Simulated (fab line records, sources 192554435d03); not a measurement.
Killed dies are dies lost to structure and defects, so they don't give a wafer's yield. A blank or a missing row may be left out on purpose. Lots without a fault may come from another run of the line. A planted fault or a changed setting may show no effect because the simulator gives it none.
Which tool did it? | flow n5_finfet | 24 lots, 72 wafers sampled, at 5 steps of a route of 1938

WHAT THE GAUGES READ, wafer by wafer
N5_DUMMY_GATE_OVL_MEAS_16.
lot  | measured    | on         | GATE_OVL (nm)
L074 | day 2 21:35 | overlay-02 | -0.6 -1.1 -1.0
L075 | day 3 05:37 | overlay-02 | -0.1 -1.1 -1.8
L076 | day 3 09:28 | overlay-01 | 0.3 0.0 -0.7
L077 | day 3 16:31 | overlay-02 | 0.8 1.2 -0.1
L078 | day 3 22:06 | overlay-01 | -1.1 -1.4 -1.2
L079 | day 4 02:14 | overlay-02 | -0.8 -1.4 -0.1
L080 | day 4 10:39 | overlay-01 | -1.1 -1.2 -0.6
L081 | day 4 15:08 | overlay-02 | 0.1 0.3 0.4
L082 | day 4 21:19 | overlay-01 | -0.6 0.0 0.0
L083 | day 5 10:13 | overlay-01 | 0.4 -0.6 0.8
L084 | day 5 12:13 | overlay-01 | -0.7 -0.6 -0.7
L085 | day 5 20:17 | overlay-02 | -0.5 0.5 0.0
L086 | day 6 00:11 | overlay-01 | -0.4 -0.2 -0.6
L087 | day 6 03:44 | overlay-01 | -0.8 -0.2 -0.5
L088 | day 6 11:29 | overlay-01 | -1.3 -0.6 -1.1
L089 | day 6 16:48 | overlay-01 | -0.6 -0.2 0.2
L090 | day 6 21:58 | overlay-02 | 0.3 0.5 -0.9
L091 | day 7 03:00 | overlay-02 | -1.3 -1.5 -0.4
L092 | day 7 11:05 | overlay-01 | -1.9 -1.2 -1.4
L093 | day 7 16:52 | overlay-01 | -0.7 -0.9 -0.5
L094 | day 7 22:15 | overlay-02 | -0.3 -0.7 0.3
L095 | day 8 03:31 | overlay-01 | 0.2 0.0 -0.3
L096 | day 8 10:29 | overlay-01 | -0.8 -0.4 -0.5
L097 | day 8 15:09 | overlay-01 | -0.3 -1.2 -0.8

WHICH TOOL RAN EACH LOT (tool, then ch and the chambers of the sampled wafers, then the start)
lot  | N5_FIN_SAQP_PECVD_48           | N5_FIN_SAQP_DESCUM_21             | N5_FIN_CUT_DESCUM_13              | N5_DUMMY_GATE_ALD_02
L074 | pecvd-02 ch 1,2, day 1 20:56   | rie_diel-01 ch 0,1, day 1 21:32   | rie_diel-02 ch 0,1, day 2 02:37   | ald_sin-01 ch 0,1,2, day 2 13:00
L075 | pecvd-02 ch 0,1, day 2 03:42   | rie_diel-01 ch 1,2, day 2 04:27   | rie_diel-02 ch 1,2,3, day 2 10:22 | ald_sin-04 ch 1,2, day 2 21:04
L076 | pecvd-02 ch 0,1, day 2 09:17   | rie_diel-03 ch 2,3, day 2 10:05   | rie_diel-05 ch 2,3, day 2 15:07   | ald_sin-01 ch 1,2,3, day 3 01:02
L077 | pecvd-02 ch 0,1, day 2 15:55   | rie_diel-01 ch 0,3, day 2 16:33   | rie_diel-02 ch 0,1, day 2 21:14   | ald_sin-04 ch 1,2, day 3 07:59
L078 | pecvd-01 ch 0,1, day 2 20:32   | rie_diel-06 ch 0,2,3, day 2 21:14 | rie_diel-05 ch 0,1,2, day 3 03:07 | ald_sin-04 ch 0,1,2, day 3 13:23
L079 | pecvd-02 ch 0,1, day 3 02:31   | rie_diel-06 ch 2,3, day 3 03:19   | rie_diel-02 ch 1,3, day 3 07:53   | ald_sin-04 ch 0,2, day 3 17:46
L080 | pecvd-01 ch 0,1, day 3 09:07   | rie_diel-06 ch 0,1,2, day 3 10:07 | rie_diel-05 ch 0,1,3, day 3 15:31 | ald_sin-02 ch 1,2,3, day 4 02:02
L081 | pecvd-02 ch 0,1, day 3 15:02   | rie_diel-03 ch 0,1,3, day 3 15:38 | rie_diel-02 ch 0,1,3, day 3 20:21 | ald_sin-04 ch 1,3, day 4 06:43
L082 | pecvd-03 ch 0,1, day 3 21:05   | rie_diel-06 ch 2,3, day 3 21:47   | rie_diel-04 ch 2,3, day 4 02:41   | ald_sin-04 ch 2,3, day 4 12:46
L083 | pecvd-03 ch 0,1,2, day 4 03:40 | rie_diel-01 ch 0,1,2, day 4 04:22 | rie_diel-04 ch 0,2,3, day 4 10:21 | ald_sin-01 ch 0,2,3, day 4 21:50
L084 | pecvd-03 ch 0,1,2, day 4 09:46 | rie_diel-01 ch 1,2, day 4 10:29   | rie_diel-04 ch 2,3, day 4 16:07   | ald_sin-01 ch 1,2, day 5 01:55
L085 | pecvd-03 ch 0,1,2, day 4 15:55 | rie_diel-01 ch 1,2,3, day 4 16:38 | rie_diel-04 ch 1,3, day 4 22:58   | ald_sin-02 ch 1,2, day 5 09:53
L086 | pecvd-03 ch 0,1,2, day 4 22:54 | rie_diel-06 ch 1,2, day 4 23:37   | rie_diel-02 ch 2,3, day 5 04:54   | ald_sin-02 ch 0,2,3, day 5 15:32
L087 | pecvd-03 ch 0,1,2, day 5 03:02 | rie_diel-06 ch 0,2, day 5 03:44   | rie_diel-02 ch 0,1, day 5 08:50   | ald_sin-02 ch 0,2,3, day 5 19:06
L088 | pecvd-02 ch 0,2, day 5 10:39   | rie_diel-01 ch 0,1,3, day 5 11:22 | rie_diel-02 ch 0,1, day 5 17:03   | ald_sin-01 ch 1,2,3, day 6 02:58
L089 | pecvd-03 ch 0,1,2, day 5 15:38 | rie_diel-03 ch 1,2, day 5 17:08   | rie_diel-04 ch 1,2,3, day 5 22:05 | ald_sin-04 ch 1,2, day 6 08:13
L090 | pecvd-02 ch 0,1, day 5 21:52   | rie_diel-06 ch 0,1,2, day 5 22:35 | rie_diel-04 ch 0,1,3, day 6 03:34 | ald_sin-01 ch 0,1,2, day 6 13:25
L091 | pecvd-02 ch 0,1,2, day 6 02:56 | rie_diel-03 ch 0,2, day 6 03:47   | rie_diel-02 ch 0,1,3, day 6 08:29 | ald_sin-01 ch 0,2, day 6 18:29
L092 | pecvd-01 ch 1,2, day 6 09:17   | rie_diel-03 ch 0,1, day 6 09:59   | rie_diel-04 ch 1,2,3, day 6 14:50 | ald_sin-04 ch 0,1,3, day 7 00:41
L093 | pecvd-02 ch 0,1,2, day 6 15:41 | rie_diel-01 ch 1,2, day 6 16:23   | rie_diel-02 ch 2,3, day 6 22:20   | ald_sin-04 ch 0,1,3, day 7 08:15
L094 | pecvd-01 ch 0,1,2, day 6 21:33 | rie_diel-01 ch 0,2,3, day 6 22:16 | rie_diel-02 ch 1,2, day 7 03:19   | ald_sin-04 ch 0,1,2, day 7 13:47
L095 | pecvd-03 ch 0,2, day 7 03:46   | rie_diel-01 ch 0,2,3, day 7 04:35 | rie_diel-02 ch 2,3, day 7 09:13   | ald_sin-02 ch 0,2,3, day 7 18:58
L096 | pecvd-01 ch 1,2, day 7 09:57   | rie_diel-06 ch 0,1,3, day 7 10:34 | rie_diel-05 ch 0,3, day 7 15:32   | ald_sin-02 ch 0,2, day 8 01:55
L097 | pecvd-02 ch 0,1,2, day 7 15:14 | rie_diel-01 ch 0,1, day 7 15:50   | rie_diel-05 ch 0,2,3, day 7 20:35 | ald_sin-04 ch 0,2, day 8 06:43
- N5_FIN_SAQP_PECVD_48: deposits SiNx from SiH4/NH3/N2, target thk 25 nm, time 22.1 s.
- N5_FIN_SAQP_DESCUM_21: chemistry O2, time 7.9 s.
- N5_FIN_CUT_DESCUM_13: chemistry O2, time 7 s.
- N5_DUMMY_GATE_ALD_02: deposits SiO2, target thk 2 nm, pulse time 1 s.

WHAT THE TOOLS THEMSELVES READ (means of the sampled wafers that have a number; where no wafer has one, the mark that the record gives instead)
N5_FIN_SAQP_PECVD_48.
lot  | tool     | heater_power_w (W) | showerhead_plenum_p_Torr (Torr) | throttle_valve_pct (%)
L074 | pecvd-02 | 616                | 5.20                            | 41.2
L075 | pecvd-02 | 723                | 5.19                            | 39.5
L076 | pecvd-02 | 828                | 5.14                            | 40.2
L077 | pecvd-02 | 731                | 5.15                            | 40.1
L078 | pecvd-01 | 793                | 5.14                            | 45.7
L079 | pecvd-02 | 699                | 5.19                            | 39.7
L080 | pecvd-01 | 831                | 5.14                            | 45.8
L081 | pecvd-02 | 825                | 5.15                            | 40.1
L082 | pecvd-03 | 757                | 5.13                            | 40.4
L083 | pecvd-03 | 671                | 5.16                            | 39.5
L084 | pecvd-03 | 699                | 5.16                            | 39.5
L085 | pecvd-03 | 703                | 5.16                            | 39.3
L086 | pecvd-03 | 709                | 5.16                            | 39.6
L087 | pecvd-03 | 762                | 5.16                            | 39.4
L088 | pecvd-02 | 716                | 5.09                            | 37.5
L089 | pecvd-03 | 730                | 5.16                            | 39.6
L090 | pecvd-02 | 745                | 5.21                            | 39.9
L091 | pecvd-02 | 726                | 5.14                            | 38.7
L092 | pecvd-01 | 805                | 5.19                            | 44.3
L093 | pecvd-02 | 767                | 5.15                            | 38.7
L094 | pecvd-01 | 797                | 5.15                            | 43.0
L095 | pecvd-03 | 719                | 5.16                            | 39.4
L096 | pecvd-01 | 778                | 5.19                            | 41.8
L097 | pecvd-02 | 702                | 5.15                            | 38.8

N5_FIN_SAQP_DESCUM_21.
lot  | tool        | drypump_motor_current_A (A) | oes_product_au (a.u.) | rf_vpp_V (V) | showerhead_plenum_p_Torr (Torr) | throttle_valve_pct (%)
L074 | rie_diel-01 | 5.7                         | 0.75                  | 242.5        | 2.09                            | 20.56
L075 | rie_diel-01 | 5.5                         | 0.75                  | 243.9        | 2.12                            | 20.58
L076 | rie_diel-03 | 5.8                         | 0.73                  | 242.2        | 2.11                            | 20.69
L077 | rie_diel-01 | 6.2                         | 0.90                  | 245.2        | 2.19                            | 20.26
L078 | rie_diel-06 | 5.0                         | 0.84                  | 243.9        | 2.09                            | 20.40
L079 | rie_diel-06 | 5.0                         | 0.87                  | 242.4        | 2.05                            | 20.25
L080 | rie_diel-06 | 5.2                         | 0.82                  | 243.5        | 2.12                            | 20.53
L081 | rie_diel-03 | 5.6                         | 0.75                  | 242.9        | 2.13                            | 20.49
L082 | rie_diel-06 | 5.0                         | 0.86                  | 242.4        | 2.05                            | 20.27
L083 | rie_diel-01 | 5.5                         | 0.75                  | 243.4        | 2.12                            | 20.62
L084 | rie_diel-01 | 5.5                         | 0.73                  | 242.7        | 2.12                            | 20.60
L085 | rie_diel-01 | 5.8                         | 0.80                  | 244.1        | 2.17                            | 20.45
L086 | rie_diel-06 | 5.3                         | 0.83                  | 242.5        | 2.07                            | 20.54
L087 | rie_diel-06 | 5.2                         | 0.81                  | 241.7        | 2.08                            | 20.57
L088 | rie_diel-01 | 6.0                         | 0.78                  | 243.2        | 2.12                            | 20.45
L089 | rie_diel-03 | 5.4                         | 0.76                  | 242.1        | 2.01                            | 20.40
L090 | rie_diel-06 | 5.2                         | 0.80                  | 242.6        | 2.11                            | 20.56
L091 | rie_diel-03 | 6.1                         | 0.72                  | 244.2        | 2.11                            | 20.66
L092 | rie_diel-03 | 5.8                         | 0.75                  | 243.1        | 2.13                            | 20.50
L093 | rie_diel-01 | 5.3                         | 0.76                  | 244.5        | 2.15                            | 20.66
L094 | rie_diel-01 | 5.7                         | 0.81                  | 244.9        | 2.17                            | 20.49
L095 | rie_diel-01 | 5.7                         | 0.80                  | 244.2        | 2.17                            | 20.50
L096 | rie_diel-06 | 5.1                         | 0.79                  | 242.9        | 2.11                            | 20.43
L097 | rie_diel-01 | 5.6                         | 0.82                  | 242.4        | 2.07                            | 20.51

N5_FIN_CUT_DESCUM_13.
lot  | tool        | drypump_motor_current_A (A) | oes_product_au (a.u.) | rf_vpp_V (V) | showerhead_plenum_p_Torr (Torr) | throttle_valve_pct (%)
L074 | rie_diel-02 | 5.9                         | 0.79                  | 242.1        | 2.07                            | 20.61
L075 | rie_diel-02 | 6.0                         | 0.78                  | 243.1        | 2.10                            | 20.46
L076 | rie_diel-05 | 5.8                         | 0.81                  | 243.4        | 2.10                            | 20.34
L077 | rie_diel-02 | 5.9                         | 0.79                  | 242.9        | 2.07                            | 20.63
L078 | rie_diel-05 | 5.9                         | 0.78                  | 244.6        | 2.17                            | 20.39
L079 | rie_diel-02 | 6.0                         | 0.80                  | 242.7        | 2.05                            | 20.55
L080 | rie_diel-05 | 6.2                         | 0.80                  | 243.5        | 2.12                            | 20.44
L081 | rie_diel-02 | 5.9                         | 0.77                  | 243.1        | 2.07                            | 20.49
L082 | rie_diel-04 | 5.6                         | 0.73                  | 243.0        | 2.09                            | 20.39
L083 | rie_diel-04 | 5.5                         | 0.74                  | 242.4        | 2.06                            | 20.43
L084 | rie_diel-04 | 5.9                         | 0.74                  | 243.1        | 2.09                            | 20.50
L085 | rie_diel-04 | 5.2                         | 0.87                  | 243.5        | 2.12                            | 20.36
L086 | rie_diel-02 | 6.0                         | 0.74                  | 243.3        | 2.11                            | 20.28
L087 | rie_diel-02 | 5.9                         | 0.79                  | 242.4        | 2.05                            | 20.71
L088 | rie_diel-02 | 5.9                         | 0.77                  | 242.4        | 2.06                            | 20.65
L089 | rie_diel-04 | 5.6                         | 0.79                  | 243.7        | 2.10                            | 20.43
L090 | rie_diel-04 | 5.2                         | 0.78                  | 242.8        | 2.07                            | 20.37
L091 | rie_diel-02 | 5.9                         | 0.76                  | 242.4        | 2.06                            | 20.52
L092 | rie_diel-04 | 5.6                         | 0.79                  | 242.8        | 2.10                            | 20.46
L093 | rie_diel-02 | 6.0                         | 0.72                  | 243.1        | 2.10                            | 20.30
L094 | rie_diel-02 | 6.2                         | 0.75                  | 244.1        | 2.13                            | 20.65
L095 | rie_diel-02 | 6.0                         | 0.73                  | 243.6        | 2.10                            | 20.32
L096 | rie_diel-05 | 6.1                         | 0.82                  | 243.5        | 2.09                            | 20.52
L097 | rie_diel-05 | 5.8                         | 0.78                  | 242.7        | 2.11                            | 20.43

N5_DUMMY_GATE_ALD_02.
lot  | tool       | heater_power_w (W) | precursor_pulse_height_rel
L074 | ald_sin-01 | 501                | 1.002
L075 | ald_sin-04 | 509                | 1.000
L076 | ald_sin-01 | 518                | 1.000
L077 | ald_sin-04 | 514                | 1.000
L078 | ald_sin-04 | 459                | 0.986
L079 | ald_sin-04 | 453                | 0.990
L080 | ald_sin-02 | 473                | 1.009
L081 | ald_sin-04 | 552                | 0.994
L082 | ald_sin-04 | 569                | 0.996
L083 | ald_sin-01 | 501                | 1.007
L084 | ald_sin-01 | 552                | 0.970
L085 | ald_sin-02 | 402                | 0.991
L086 | ald_sin-02 | 502                | 0.982
L087 | ald_sin-02 | 511                | 1.012
L088 | ald_sin-01 | 527                | 1.006
L089 | ald_sin-04 | 506                | 1.013
L090 | ald_sin-01 | 505                | 0.977
L091 | ald_sin-01 | 487                | 1.021
L092 | ald_sin-04 | 491                | 0.992
L093 | ald_sin-04 | 487                | 1.006
L094 | ald_sin-04 | 468                | 1.014
L095 | ald_sin-02 | 506                | 0.995
L096 | ald_sin-02 | 462                | 1.009
L097 | ald_sin-04 | 447                | 0.986

THE ANSWER, worked out from the rows above alone
Rule: what is usual is taken from the lots themselves. Put in order of their means at a reading, lots are off if they are a third of the lots or fewer, leave a main group of 4 or more, and stand apart from it by a gap of 3 or more times the standard deviation of the main group's means; of several such gaps the widest counts. A main group whose means are all the same, to the digits that the tables above print for the reading, isn't used. A lot without any number at a reading at which 4 lots or more have one is off too. The other lots that the step has rows for count as sound. The gauges are gone through in route order, then the tools' own readings, and for those a lot's mean is taken as printed above. The first step at which some lot is off is used, and at that step the reading that is off furthest; a lot without a number counts as furthest.
No lot is off at any reading shown: from this, nothing can be told.

WHAT THE SIMULATOR HAD PUT IN
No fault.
